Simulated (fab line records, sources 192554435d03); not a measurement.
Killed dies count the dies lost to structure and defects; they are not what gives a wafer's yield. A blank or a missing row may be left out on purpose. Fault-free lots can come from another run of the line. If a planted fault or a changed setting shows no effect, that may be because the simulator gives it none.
fab line records	flow n5-finfet
record: lots: 7	wafers: 18	last-day: 16
route steps=1938 shown BEOL_M2@875 BEOL_M4@1111
lots that met no fault: taken from a fault-free run of the same line
start-h: the number of hours between the record's first day and the start of the first shown wafer of the lot	wait-h: hours from the lot's prior step to this one	" identical to the entry in the row above	L1.1+2: several wafers, shown together as one row	- no value, or no start was given	* or withheld: withheld	< > ~ a bound
route shown NAME@n: names a module that has steps shown in the file, with the first one's number in the route	usual: mean/standard deviation taken from wafers without a fault	same: alike in all rows	chamber/n: place in a boat	sites: each site's reading	_std_site: their standard deviation	_edge_site: the outer-site mean with the inner-site mean subtracted	radius-mm: for every site, how far away it sits from the centre of the wafer	mask NAME#n: copy n	behind: the tool/chamber that last shaped the wafer	hold: reason for holding the lot/hours on hold/outcome of the hold	device: whichever transistor did not switch (one of n, p or np)	end of line: the route-end tests of the same wafers	a step given without rows: its recipe and nothing more	killed: not the wafer's yield, but the dies lost to structure and defects at the first sort	map: a wafer's dies, x killed, . not, _ none there
set.NAME: setting as actually run; set.NAME@STEP: the setting as run at that earlier step	model.NAME: the simulator's own value behind a step, which no gauge read
a table for each step, a row for each wafer; lots at some steps of the route
services: the hour from which a tool's chamber was out of use, counted from the record's first day as start-h (under 0 if before that day), plus the number of hours and why
== steps ==
step: N5_BEOL_M2_DEVELOP_27
recipe: develop-time-s: 30	developer: TMAH	resist: CAR-EUV	rinse-liquid: surfactant-rinse	dry: air-spin	dev-temp-c: 23
step: N5_BEOL_M2_CD_MEAS_28
recipe: target-cd-nm: 26.2	landing-energy-ev: 500	detector: se-inlens	target-cd-y-nm: 24.1	polarity: opening
usual: cd-nm: 26.28/0.25
lot.wafer	tool	chamber	start-h	wait-h	cd-nm
L401.1	cd-sem-01	0	142.79	-	25.97
L401.3	"	0	"	"	26.39
L401.4	"	0	"	"	26.76
L406.1	cd-sem-01	0	174.61	-	26.42
L406.3	"	0	"	"	26.69
L406.5	"	0	"	"	26.24
L412.1	cd-sem-01	0	209.41	-	25.76
L412.6	"	0	"	"	26.37
L413.2	cd-sem-03	0	213.33	-	25.90
L413.4	"	0	"	"	26.14
L414.2	cd-sem-02	0	231.58	-	26.05
L414.6	"	0	"	"	26.58
L416.1	cd-sem-02	0	235.56	-	26.24
L416.2	"	0	"	"	26.14
L416.5	"	0	"	"	26.57
L419.1	cd-sem-03	0	252.19	-	26.73
L419.2	"	0	"	"	26.28
L419.3	"	0	"	"	26.34
step: N5_BEOL_M2_OVL_MEAS_29
recipe: points-per-wafer: 522
usual: V1_OVL: 0.2/0.75
lot.wafer	tool	chamber	start-h	wait-h	V1_OVL[nm]
L401.1	overlay-01	0	142.82	0.0	0.6
L401.3	"	0	"	"	0.6
L401.4	"	0	"	"	0.4
L406.1	overlay-01	0	174.64	0.0	0.2
L406.3	"	0	"	"	-0.4
L406.5	"	0	"	"	0.2
L412.1	overlay-01	0	209.44	0.0	-0.5
L412.6	"	0	"	"	0.0
L413.2	overlay-01	0	213.37	0.0	0.8
L413.4	"	0	"	"	1.0
L414.2	overlay-01	0	231.61	0.0	-1.2
L414.6	"	0	"	"	-0.5
L416.1	overlay-01	0	235.59	0.0	1.0
L416.2	"	0	"	"	0.5
L416.5	"	0	"	"	0.4
L419.1	overlay-02	0	252.22	0.0	0.5
L419.2	"	0	"	"	-0.3
L419.3	"	0	"	"	0.0
step: N5_BEOL_M2_INSPECT_30
recipe: mode: adi	inspect-instrument: brightfield
usual: raw-defect-count: 410/100
lot.wafer	tool	chamber	start-h	wait-h	raw-defect-count
L401.1	defect-inspect-02	-	142.88	0.1	296
L401.3	"	-	"	"	275
L401.4	"	-	"	"	343
L406.1	defect-inspect-01	-	174.70	0.1	575
L406.3	"	-	"	"	268
L406.5	"	-	"	"	383
L412.1	defect-inspect-02	-	209.50	0.1	338
L412.6	"	-	"	"	353
L413.2	defect-inspect-01	-	213.42	0.0	308
L413.4	"	-	"	"	460
L414.2	defect-inspect-01	-	231.66	0.0	523
L414.6	"	-	"	"	436
L416.1	defect-inspect-02	-	235.65	0.1	349
L416.2	"	-	"	"	419
L416.5	"	-	"	"	512
L419.1	defect-inspect-02	-	252.28	0.1	468
L419.2	"	-	"	"	401
L419.3	"	-	"	"	417
step: N5_BEOL_M2_DESCUM_33
recipe: chemistry: O2	time-s: 7	source-power-w: 50	bias-power-w: 20	pressure-mtorr: 20	rf-frequency-hz: 2.712e+07	temp-c: 40	resist: CAR-EUV	o2-flow-sccm: 225
usual: drypump-motor-current-A: 5.9/0.36	oes-product-au: 0.80/0.095	rf-vpp-V: 243.4/1.4	showerhead-plenum-p-Torr: 2.10/0.08	throttle-valve-pct: 20.31/0.16
lot.wafer	tool	chamber	start-h	wait-h	drypump-motor-current-A	oes-product-au	rf-hours-counter-h	rf-vpp-V	showerhead-plenum-p-Torr	throttle-valve-pct
L401.1	rie-diel-03	3	143.35	0.5	6.1	0.87	48	243.9	2.12	20.27
L401.3	"	2	"	"	4.8	0.68	262	242.1	2.05	20.65
L401.4	"	2	"	"	4.8	0.68	-	243.1	2.05	20.64
L406.1	rie-diel-04	0	175.39	0.7	5.5	0.91	23	245.0	2.23	20.12
L406.3	"	3	"	"	5.5	0.82	58	241.5	2.02	20.11
L406.5	"	2	"	"	6.3	0.70	-	242.3	2.08	20.65
L412.1	rie-diel-02	1	209.54	0.0	5.6	0.67	247	242.8	1.97	20.50
L412.6	"	1	"	"	5.6	0.68	-	240.3	1.97	20.50
L413.2	rie-diel-02	1	213.46	0.0	5.6	0.67	247	241.1	1.97	20.50
L413.4	"	3	"	"	6.3	0.72	211	244.0	2.15	20.11
L414.2	rie-diel-04	1	233.57	1.9	5.7	0.74	192	243.2	2.18	20.38
L414.6	"	0	"	"	5.5	0.87	-	245.1	2.22	20.14
L416.1	rie-diel-02	2	237.29	1.6	5.9	0.72	189	242.4	1.99	20.40
L416.2	"	3	"	"	6.3	0.69	223	245.1	2.15	20.13
L416.5	"	2	"	"	5.9	0.72	-	243.1	1.99	20.41
L419.1	rie-diel-02	0	252.31	0.0	5.9	0.85	82	244.8	2.11	20.29
L419.2	"	2	"	"	5.9	0.72	195	241.7	1.99	20.44
L419.3	"	3	"	"	6.3	0.70	229	243.8	2.14	20.13
step: N5_BEOL_M2_ETCH_77
recipe: chemistry: N2/H2	target: underlayer	target-depth-a: 65	mask-material: CAR-EUV	time-s: 5.2	ion-energy-ev: 200	pressure-mtorr: 30	source-w: 840	bias-w: 150	n2-flow-sccm: 200	h2-flow-sccm: 200	ends: cleared
usual: bias-w: 150.0/0.45	drypump-motor-current-A: 5.9/0.35	etch-rf-on-time-s: 5.18/0.11	oes-product-au: 0.68/0.083	rf-vpp-V: 524.2/3	showerhead-plenum-p-Torr: 2.56/0.091	throttle-valve-pct: 17.77/0.19
lot.wafer	tool	chamber	start-h	wait-h	bias-w	drypump-motor-current-A	etch-rf-on-time-s	oes-product-au	rf-hours-counter-h	rf-vpp-V	showerhead-plenum-p-Torr	throttle-valve-pct
L401.1	rie-diel-03	3	143.39	0.0	149.8	6.1	5.25	0.73	48	524.7	2.58	17.73
L401.3	"	2	"	"	149.6	4.8	5.07	0.59	262	522.8	2.49	18.01
L401.4	"	2	"	"	150.1	4.8	5.16	0.60	-	524.3	2.49	18.01
L406.1	rie-diel-04	0	175.43	0.0	149.6	5.5	5.04	0.79	23	526.8	2.69	17.39
L406.3	"	3	"	"	149.2	5.5	5.14	0.72	58	523.3	2.47	17.71
L406.5	"	2	"	"	149.2	6.3	5.16	0.60	-	522.7	2.51	18.00
L412.1	rie-diel-02	1	209.57	0.0	150.7	5.6	5.10	0.59	247	519.7	2.39	17.83
L412.6	"	1	"	"	150.5	5.6	5.13	0.58	-	518.3	2.39	17.85
L413.2	rie-diel-02	1	213.49	0.0	149.3	5.6	5.10	0.58	247	519.3	2.39	17.83
L413.4	"	3	"	"	150.1	6.3	5.35	0.60	211	528.7	2.63	17.69
L414.2	rie-diel-04	1	233.61	0.0	150.1	5.7	5.24	0.63	192	525.4	2.63	17.89
L414.6	"	0	"	"	150.5	5.5	5.16	0.75	-	526.4	2.68	17.41
L416.1	rie-diel-02	2	237.33	0.0	150.1	5.9	5.23	0.62	189	518.7	2.44	18.09
L416.2	"	3	"	"	149.1	6.3	5.38	0.58	223	526.1	2.63	17.72
L416.5	"	2	"	"	150.2	5.9	5.18	0.62	-	521.3	2.44	18.08
L419.1	rie-diel-02	0	252.35	0.0	149.8	5.9	5.07	0.73	82	525.2	2.56	17.72
L419.2	"	2	"	"	149.6	5.9	5.20	0.61	195	519.8	2.44	18.10
L419.3	"	3	"	"	150.1	6.3	5.39	0.57	229	525.4	2.62	17.71
step: N5_BEOL_M2_ETCH_69
recipe: chemistry: CF4	target: SiARC	target-depth-a: 156	mask-material: CAR-EUV	time-s: 26	ion-energy-ev: 80	pressure-mtorr: 40	source-w: 545	bias-w: 36	Ar_flow_sccm: 100	cf4-flow-sccm: 100	ends: cleared
usual: bias-w: 36.00/0.11	drypump-motor-current-A: 5.9/0.36	etch-rf-on-time-s: 26.0/0.54	mfc-ar-sccm: 100.02/0.29	oes-product-au: 0.68/0.082	rf-vpp-V: 184.3/1.2	showerhead-plenum-p-Torr: 2.15/0.077	throttle-valve-pct: 15.52/0.16
lot.wafer	tool	chamber	start-h	wait-h	bias-w	drypump-motor-current-A	etch-rf-on-time-s	mfc-ar-sccm	oes-product-au	rf-hours-counter-h	rf-vpp-V	showerhead-plenum-p-Torr	throttle-valve-pct
L401.1	rie-diel-03	3	143.40	0.0	35.89	6.1	26.4	100.02	0.73	48	183.8	2.17	15.52
L401.3	"	2	"	"	36.02	4.8	26.0	100.14	0.58	262	182.9	2.10	15.90
L401.4	"	2	"	"	36.10	4.8	26.1	100.15	0.59	-	183.6	2.10	15.90
L406.1	rie-diel-04	0	175.44	0.0	36.19	5.6	25.6	100.28	0.79	23	184.8	2.29	15.30
L406.3	"	3	"	"	36.05	5.5	25.6	100.10	0.73	58	183.6	2.08	15.39
L406.5	"	2	"	"	36.02	6.3	26.0	100.42	0.60	-	183.9	2.11	15.82
L412.1	rie-diel-02	1	209.59	0.0	35.78	5.6	25.7	99.36	0.58	247	181.6	2.02	15.75
L412.6	"	1	"	"	35.79	5.6	25.4	99.27	0.59	-	182.7	2.02	15.76
L413.2	rie-diel-02	1	213.51	0.0	36.01	5.6	25.6	99.86	0.58	247	183.3	2.02	15.75
L413.4	"	3	"	"	35.96	6.3	27.0	100.02	0.59	211	184.0	2.20	15.44
L414.2	rie-diel-04	1	233.62	0.0	36.02	5.7	26.1	100.37	0.63	192	183.8	2.22	15.58
L414.6	"	0	"	"	36.17	5.5	26.0	99.80	0.74	-	187.0	2.28	15.35
L416.1	rie-diel-02	2	237.34	0.0	36.04	5.9	25.9	99.54	0.62	189	182.1	2.04	15.69
L416.2	"	3	"	"	35.91	6.3	26.9	100.01	0.58	223	184.5	2.20	15.45
L416.5	"	2	"	"	36.19	5.9	26.0	99.52	0.62	-	182.2	2.04	15.68
L419.1	rie-diel-02	0	252.36	0.0	35.96	5.9	25.3	99.67	0.73	82	185.5	2.16	15.48
L419.2	"	2	"	"	36.03	5.9	25.6	100.04	0.62	195	183.7	2.04	15.69
L419.3	"	3	"	"	36.03	6.3	26.7	100.09	0.58	229	183.7	2.20	15.46
step: N5_BEOL_M2_ALD_98
recipe: material: SiO2	target-thk-a: 25	temp-c: 100	ald-precursor-family: BDEAS	ald-co-reactant: O2-plasma	pulse-time-s: 1	co-reactant-pulse-time-s: 1	purge-time-s: 2	co-reactant-purge-time-s: 2	ald-cycles: 17	pressure-torr: 2
usual: heater-power-w: 76/6.6	precursor-pulse-height-rel: 1.001/0.021
same: purge-time-s: 2
lot.wafer	tool	chamber	start-h	wait-h	heater-power-w	precursor-pulse-height-rel
L401.1	ald-sin-03	0	143.49	0.1	69	1.020
L401.3	"	1	"	"	64	0.974
L401.4	"	1	"	"	65	1.025
L406.1	ald-sin-01	0	175.53	0.1	74	0.980
L406.3	"	2	"	"	75	1.005
L406.5	"	2	"	"	78	1.025
L412.1	ald-sin-03	1	209.67	0.1	63	0.998
L412.6	"	3	"	"	73	1.000
L413.2	ald-sin-03	0	213.61	0.1	73	0.982
L413.4	"	1	"	"	65	0.963
L414.2	ald-sin-04	0	233.71	0.1	77	0.963
L414.6	"	0	"	"	76	0.982
L416.1	ald-sin-01	0	237.56	0.2	73	1.009
L416.2	"	3	"	"	87	0.980
L416.5	"	1	"	"	69	1.019
L419.1	ald-sin-03	1	252.44	0.1	64	1.003
L419.2	"	2	"	"	78	1.015
L419.3	"	0	"	"	71	1.021
step: N5_BEOL_M2_ETCHBACK_99
recipe: chemistry: CHF3	target: SiO2	target-depth-a: 50	time-s: 10.4	source-w: 215	bias-w: 47	Ar_flow_sccm: 200	CHF3_flow_sccm: 12	ion-energy-ev: 100	pressure-mtorr: 30
step: N5_BEOL_M2_ETCH_70
recipe: chemistry: N2/H2	target: SOC	target-depth-a: 800	overetch-a: 240	mask-material: SiARC	temp-c: 40	time-s: 130	ion-energy-ev: 200	pressure-mtorr: 30	source-w: 840	bias-w: 150	n2-flow-sccm: 200	h2-flow-sccm: 200
usual: bias-w: 150.0/0.42	drypump-motor-current-A: 5.8/0.38	oes-product-au: 0.60/0.064	rf-vpp-V: 524.5/2.6	showerhead-plenum-p-Torr: 2.56/0.088	throttle-valve-pct: 17.70/0.19
lot.wafer	tool	chamber	start-h	wait-h	bias-w	drypump-motor-current-A	oes-product-au	rf-hours-counter-h	rf-vpp-V	showerhead-plenum-p-Torr	throttle-valve-pct
L401.1	rie-diel-03	1	143.64	0.0	149.9	6.2	0.70	3	525.4	2.61	17.75
L401.3	"	2	"	"	150.1	4.8	0.51	262	523.3	2.49	17.98
L401.4	"	1	"	"	150.0	6.3	0.70	-	525.2	2.61	17.75
L406.1	rie-diel-04	2	176.44	0.0	149.4	6.3	0.53	238	523.7	2.51	17.95
L406.3	"	1	"	"	149.8	5.7	0.55	175	526.9	2.64	17.82
L406.5	"	0	"	"	149.8	5.5	0.67	-	530.0	2.69	17.33
L412.1	rie-diel-04	3	211.90	0.0	149.7	5.5	0.60	73	520.8	2.46	17.66
L412.6	"	0	"	"	150.0	5.6	0.65	-	527.9	2.68	17.37
L413.2	rie-diel-04	3	232.30	0.0	150.5	5.5	0.60	82	520.8	2.46	17.69
L413.4	"	1	"	"	150.0	5.7	0.54	-	525.1	2.63	17.82
L414.2	rie-diel-04	1	236.22	0.0	150.5	5.7	0.54	194	527.5	2.63	17.82
L414.6	"	3	"	"	150.4	5.5	0.59	-	521.0	2.46	17.68
L416.1	rie-diel-03	1	240.15	0.0	149.7	6.3	0.64	34	526.1	2.60	17.79
L416.2	"	0	"	"	150.1	5.8	0.66	22	522.5	2.49	17.73
L416.5	"	3	"	"	150.3	6.1	0.60	-	524.5	2.57	17.74
L419.1	rie-diel-03	0	255.31	0.0	150.9	5.8	0.66	27	522.1	2.48	17.73
L419.2	"	3	"	"	149.8	6.1	0.60	83	525.2	2.57	17.75
L419.3	"	1	"	"	150.1	6.2	0.64	40	525.6	2.60	17.81
step: N5_BEOL_M2_STRIP_71
recipe: chemistry: N2/H2	temp-c: 40	n2-flow-sccm: 200	h2-flow-sccm: 200	rf-frequency-hz: 6e+07
step: N5_BEOL_M2_STRIP_78
recipe: chemistry: N2/H2	temp-c: 40	n2-flow-sccm: 200	h2-flow-sccm: 200	rf-frequency-hz: 6e+07
step: N5_BEOL_M2_VIA_ETCH_34
recipe: chemistry: C4F6/O2	target-depth-a: 694	mask-material: SOC	pressure-mtorr: 15	ion-energy-ev: 250	taper-deg: 4	time-s: 65.9	source-w: 350	bias-w: 170	Ar_flow_sccm: 300	C4F6_flow_sccm: 10	O2_flow_sccm: 10
usual: O2_flow_sccm: 10.004/0.027	bias-w: 170.0/0.53	drypump-motor-current-A: 5.8/0.37	mfc-ar-sccm: 300.1/0.86	oes-product-au: 0.81/0.092	rf-vpp-V: 669/17	showerhead-plenum-p-Torr: 2.87/0.1	throttle-valve-pct: 30.69/0.22
lot.wafer	tool	chamber	start-h	wait-h	O2_flow_sccm	bias-w	drypump-motor-current-A	mfc-ar-sccm	oes-product-au	rf-hours-counter-h	rf-vpp-V	showerhead-plenum-p-Torr	throttle-valve-pct	model.etch.depth-nm	model.SOC_of_BEOL_M2_COAT_67.thk-nm
L401.1	rie-diel-03	1	143.75	0.0	10.039	170.0	6.3	300.7	0.95	3	678	2.94	31.07	69.23	51.4
L401.3	"	2	"	"	9.951	169.2	4.8	298.8	0.69	262	674	2.81	31.04	69.37	51.4
L401.4	"	1	"	"	10.012	170.4	6.3	300.7	0.95	-	678	2.94	31.07	69.78	51.8
L406.1	rie-diel-04	2	176.54	0.0	10.027	170.4	6.3	299.3	0.71	238	662	2.82	31.00	69.94	51.4
L406.3	"	1	"	"	10.011	170.5	5.7	300.4	0.75	176	672	2.96	30.65	68.94	51.8
L406.5	"	0	"	"	9.989	171.2	5.5	300.1	0.93	-	680	3.04	30.74	70.99	51.4
L412.1	rie-diel-04	3	212.01	0.0	10.017	170.2	5.5	299.1	0.60	73	637	2.75	30.36	40.43	55.2
L412.6	"	0	"	"	9.988	170.0	5.5	299.7	0.88	-	679	3.04	30.75	69.98	51.8
L413.2	rie-diel-04	3	232.41	0.0	9.997	170.4	5.5	299.0	0.60	82	637	2.75	30.36	40.43	55.6
L413.4	"	1	"	"	9.979	169.4	5.7	301.6	0.74	-	672	2.95	30.68	68.45	52.2
L414.2	rie-diel-04	1	236.33	0.0	10.048	169.7	5.7	299.4	0.55	194	673	2.95	30.64	40.27	55.2
L414.6	"	3	"	"	10.006	171.2	5.5	298.7	0.80	-	634	2.75	30.41	69.61	51.4
L416.1	rie-diel-03	1	240.26	0.0	10.052	169.8	6.2	300.0	0.88	34	679	2.92	31.11	69.88	51.6
L416.2	"	0	"	"	10.041	169.8	5.8	299.7	0.91	22	678	2.80	30.87	71.31	51.6
L416.5	"	3	"	"	10.004	169.0	6.1	299.8	0.82	-	687	2.86	30.58	69.34	51.6
L419.1	rie-diel-03	0	255.42	0.0	10.018	170.4	5.7	300.1	0.90	27	677	2.80	30.88	70.93	51.6
L419.2	"	3	"	"	10.003	169.7	6.1	300.8	0.82	83	687	2.86	30.60	68.24	52
L419.3	"	1	"	"	9.981	170.1	6.2	299.5	0.87	40	680	2.92	31.12	69.81	51.8
step: N5_BEOL_M2_STRIP_83
recipe: chemistry: C4F6/O2	resist: SiARC	rf-frequency-hz: 6e+07
step: N5_BEOL_M4_RC_MEAS_101
usual: DIBL_N: 36.0/1.7	DIBL_P: 35.8/2	IOFF_N: 0.15/0.03	IOFF_P: 0.20/0.037	ION_N: 670/12	ION_P: 460/7.2	SS_N: 71.5/0.68	SS_P: 73.2/0.65	VT_N: 250/3.1	VT_P: -251/3.4
lot.wafer	tool	chamber	start-h	wait-h	DIBL_N[mV/V]	DIBL_P[mV/V]	IOFF_N[nA/um]	IOFF_P[nA/um]	ION_N[uA/um]	ION_P[uA/um]	SS_N[mV/dec]	SS_P[mV/dec]	VT_N[mV]	VT_P[mV]
L401.1	prober-01	0	175.47	0.0	36.5	34.6	0.14	0.19	664	451	72.2	73.3	252	-254
L401.3	"	0	"	"	33.3	31.9	0.10	0.16	652	456	70.6	72.2	256	-255
L401.4	"	0	"	"	35.3	34.9	0.14	0.20	683	471	71.2	72.7	250	-250
L406.1	prober-01	0	200.59	0.0	39.2	40.2	0.21	0.26	693	468	72.6	73.9	246	-247
L406.3	"	0	"	"	37.4	37.1	0.16	0.20	647	448	71.6	73.2	251	-252
L406.5	"	0	"	"	38.4	38.5	0.18	0.24	663	452	72.5	73.3	247	-246
L412.1	prober-02	0	237.96	0.0	34.8	35.7	0.13	0.19	672	462	71.4	73.5	251	-250
L412.6	"	0	"	"	35.1	35.4	0.15	0.19	677	462	71.1	73.1	248	-253
L413.2	prober-01	0	255.17	0.2	34.9	33.4	0.12	0.16	661	460	71.3	72.5	253	-253
L413.4	"	0	"	"	36.6	35.5	0.14	0.19	663	456	71.4	73.0	251	-250
L414.2	prober-02	0	262.04	0.2	37.2	37.2	0.16	0.19	676	457	71.5	72.8	250	-254
L414.6	"	0	"	"	36.4	36.4	0.15	0.19	678	463	72.2	73.1	248	-251
L416.1	prober-01	0	265.91	0.0	35.6	35.1	0.14	0.18	663	456	71.6	72.6	254	-253
L416.2	"	0	"	"	35.8	35.0	0.15	0.17	677	455	70.8	73.5	250	-254
L416.5	"	0	"	"	34.4	33.4	0.13	0.16	659	453	70.7	72.2	253	-255
L419.1	prober-01	0	289.71	0.0	37.4	37.5	0.18	0.23	674	459	72.0	74.2	250	-249
L419.2	"	0	"	"	36.3	36.2	0.16	0.21	668	460	71.3	73.2	250	-250
L419.3	"	0	"	"	37.6	38.9	0.20	0.26	684	468	71.2	75.0	245	-248
== services ==
tool	chamber	start-h	hours	kind
ald-sin-03	-	120.46	0.7	repair
rie-diel-04	-	122.84	15.6	pm
rie-diel-03	0	138.96	-	clean
rie-diel-03	0	138.96	-	consumable-replace:focus-ring
rie-diel-03	0	138.96	29.5	scheduled-down
rie-diel-03	0	138.96	29.5	vent-cycle
rie-diel-03	2	168.82	-	clean
rie-diel-03	2	168.82	-	consumable-replace:focus-ring
ald-sin-04	-	176.97	14.0	pm
ald-sin-01	2	178.59	52.7	repair
rie-diel-03	-	212.07	0.1	repair
rie-diel-04	2	216.41	-	clean
rie-diel-04	2	216.41	-	consumable-replace:focus-ring
rie-diel-04	2	216.41	23.9	scheduled-down
rie-diel-04	2	216.41	23.9	vent-cycle
ald-sin-04	3	218.88	6.2	repair
rie-diel-02	1	219.16	-	clean
rie-diel-02	1	219.16	-	consumable-replace:focus-ring
rie-diel-02	1	219.16	-	consumable-replace:showerhead
rie-diel-02	1	219.16	21.4	scheduled-down
rie-diel-02	1	219.16	21.4	vent-cycle
rie-diel-03	-	223.88	15.6	pm
ald-sin-03	3	226.02	3.8	repair
rie-diel-04	3	238.86	7.2	repair
== key ==
first-sign: step: N5_BEOL_M2_VIA_ETCH_34	reading: oes-product-au	direction: down	sigmas: 2.5	usual: 0.81	struck: 0.58
effect none on later readings
model-effect: step: N5_BEOL_M2_VIA_ETCH_34	value: etch.depth-nm	without: 69.14	struck: 40.38
met-at N5_BEOL_M2_VIA_ETCH_34
struck-wafers L412.1,L413.2,L414.2
onset-between 176.54 212.01
fault: kind: process-parameter-drift	tool: rie-diel-04	chamber: -	onset-h: 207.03	steps: N5_BEOL_M2_VIA_ETCH_34	channel: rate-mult	offset: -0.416	shape: step	end-h: 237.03	scope: struck-wafers-only
